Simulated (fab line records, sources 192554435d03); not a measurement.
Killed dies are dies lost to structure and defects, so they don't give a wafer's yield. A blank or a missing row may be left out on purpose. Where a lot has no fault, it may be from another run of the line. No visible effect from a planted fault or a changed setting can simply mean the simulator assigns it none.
A struck lot beside a sound one | flow n5-finfet | 27 steps out of a route of 1938
Sound: these wafers, L882.2, L882.4, L882.6. Struck: wafer L879.1 (left out: L879.3, a lot-mate that was not struck); the cause follows at the end.
At each step with rows: each side's tool, then ch and its chambers, then its first start. Under that, the readings that differ: sound wafers | struck wafers | difference of the means | sigmas: that difference in standard deviations of wafers without a fault.
alike: words and numbers the same on both sides, and readings whose means are apart by under 2 such deviations; not compared: readings that were withheld, readings missing a value for some wafer, numbers with overlapping values and no deviation given by the record, and bounds like >300 which may hide the same value.
The two part at a step that has a row with sigmas, a row that says differs or no value, or rows on one side only. When numbers do not overlap yet have no deviation, they are printed without sigmas and do not part them. Lack of a reading on every wafer of one side parts them only where that side has two or more wafers.

first, 9 steps without rows for these wafers: N5_BEOL_M0_SAQP_PEB_38 (peb time 60 s); N5_BEOL_M0_SAQP_DEVELOP_39 (develop time 30 s); N5_BEOL_M0_SAQP_DESCUM_45 (chemistry O2, time 7 s); N5_BEOL_M0_SAQP_ETCH_88 (etches underlayer in N2/H2, target depth 6.5 nm, time 5.2 s); N5_BEOL_M0_SAQP_ETCH_73 (etches SiARC in CF4, target depth 19.5 nm, time 32.5 s); N5_BEOL_M0_SAQP_CUT_ETCH_46 (etches SOC in N2/H2, target depth 135 nm, overetch 27 nm, time 202.5 s); N5_BEOL_M0_SAQP_STRIP_74 (strips in N2/H2); N5_BEOL_M0_SAQP_STRIP_89 (strips in N2/H2); N5_BEOL_M0_SAQP_ALD_48 (deposits SiO2, target thk 20 nm, pulse time 1 s, co reactant pulse time 1 s).
N5_BEOL_M0_SAQP_ETCH_49: etches SiO2 in CF4/O2, target depth 37 nm.
  sound on rie-diel-06 ch 1,2, day 11 18:52; struck on rie-diel-01 ch 0, day 10 22:38
  reading                                       | sound             | struck | difference | sigmas
  drypump-motor-current-A (A)                   | 5.5 4.8 5.5       | 6.2    | +0.9       | +2
  oes-product-au (a.u.)                         | 0.76 0.88 0.76    | 0.93   | +0.13      | +2
  throttle-valve-pct (%)                        | 15.75 15.73 15.77 | 16.26  | +0.51      | +3
  model.etch.depth-nm (nm)                      | 37.09 37.31 37.03 | 55.76  | +18.62     |
  model.BEOL_M0_SAQP.feature-depth-nm (nm)      | 37 37.4 37        | 55.8   | +18.7      |
  model.SOC_of_BEOL_M0_SAQP_COAT_69.thk-nm (nm) | 70.6 70.4 70.6    | 61     | -10        |
  alike: oes_o_777_au, rf-vpp-V, showerhead-plenum-p-Torr
  not compared: rf-hours-counter-h
then, 10 steps without rows for these wafers: N5_BEOL_M0_SAQP_STRIP_75 (strips in CF4); N5_BEOL_M0_CUTY_COAT_50 (time 60 s, resist thk 15 nm); N5_BEOL_M0_CUTY_COAT_51 (resist thk 150 nm); N5_BEOL_M0_CUTY_EBR_52; N5_BEOL_M0_CUTY_SOFTBAKE_53 (time 60 s); N5_BEOL_M0_CUTY_EXPOSE_54 (exposes mask M0 ABLK); N5_BEOL_M0_CUTY_PEB_55 (peb time 60 s); N5_BEOL_M0_CUTY_DEVELOP_56 (develop time 30 s); N5_BEOL_M0_CUTY_DESCUM_61 (chemistry O2, time 7.9 s); N5_BEOL_M0_CUTY_ETCH_62 (etches SiARC in CF4, time 58.5 s).
N5_BEOL_M0_CUTY_ETCH_63: etches SOC in N2/H2, target depth 82.7 nm, overetch 16.5 nm, time 124 s.
  sound on rie-diel-03 ch 0,1,2, day 11 19:36; struck on rie-diel-03 ch 3, day 10 23:17
  reading                  | sound            | struck | difference | sigmas
  oes-product-au (a.u.)    | 0.79 0.76 0.62   | 0.53   | -0.19      | -3
  model.etch.depth-nm (nm) | 70.67 70.4 70.58 | 60.94  | -9.61      |
  alike: drypump-motor-current-A, rf-vpp-V, showerhead-plenum-p-Torr, throttle-valve-pct
  not compared: rf-hours-counter-h
then, 3 steps without rows for these wafers: N5_BEOL_M0_CUTY_STRIP_64 (strips in N2/H2); N5_BEOL_M0_ETCH_138 (etches SiCN in CH3F/O2, target depth 12 nm, time 31.6 s); N5_BEOL_M0_HM_OPEN_105 (chemistry Cl2/BCl3, target TiN, target depth 12 nm).
N5_BEOL_M0_STRIP_140: strips in CF4.
  sound on rie-diel-05 ch 1,3, day 11 22:23; struck on rie-diel-02 ch 1, day 10 23:44
  reading                                       | sound        | struck | difference | sigmas
  model.SiO2_of_BEOL_M0_SAQP_ALD_48.thk-nm (nm) | 11.2 11 11.2 | 5.6    | -5.5       |
  alike: drypump-motor-current-A, oes-product-au, rf-vpp-V, showerhead-plenum-p-Torr, throttle-valve-pct
  not compared: rf-hours-counter-h
then, 1 step without rows for these wafers: N5_BEOL_M0_STRIP_104 (strips in N2/H2).
-- the record jumps here: 2 days lie between the struck wafers' starts before and after (it left off in module BEOL_M0 and takes up again in module BEOL_M4, whose first step shown is number 1111 of the route) --
N5_BEOL_M4_RC_MEAS_101:
  sound on prober-02 ch 0, day 14 09:16; struck on prober-01 ch 0, day 13 04:31
  reading        | sound          | struck | difference | sigmas
  IOFF_P (nA/um) | 0.19 0.14 0.12 | 0.25   | +0.10      | +2
  ION_N (uA/um)  | 665 645 651    | 684    | +30        | +3
  ION_P (uA/um)  | 449 443 448    | 476    | +29        | +3
  VT_P (mV)      | -254 -258 -260 | -247   | +10        | +3
  alike: DIBL_N, DIBL_P, IOFF_N, SS_N, SS_P, VT_N

WHERE THEY PART
First at N5_BEOL_M0_SAQP_ETCH_49; last, within this record, at N5_BEOL_M4_RC_MEAS_101.

WHY: whatever the simulator had introduced
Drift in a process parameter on rie-diel-01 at N5_BEOL_M0_SAQP_ETCH_49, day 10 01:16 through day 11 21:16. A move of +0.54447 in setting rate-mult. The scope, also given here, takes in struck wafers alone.
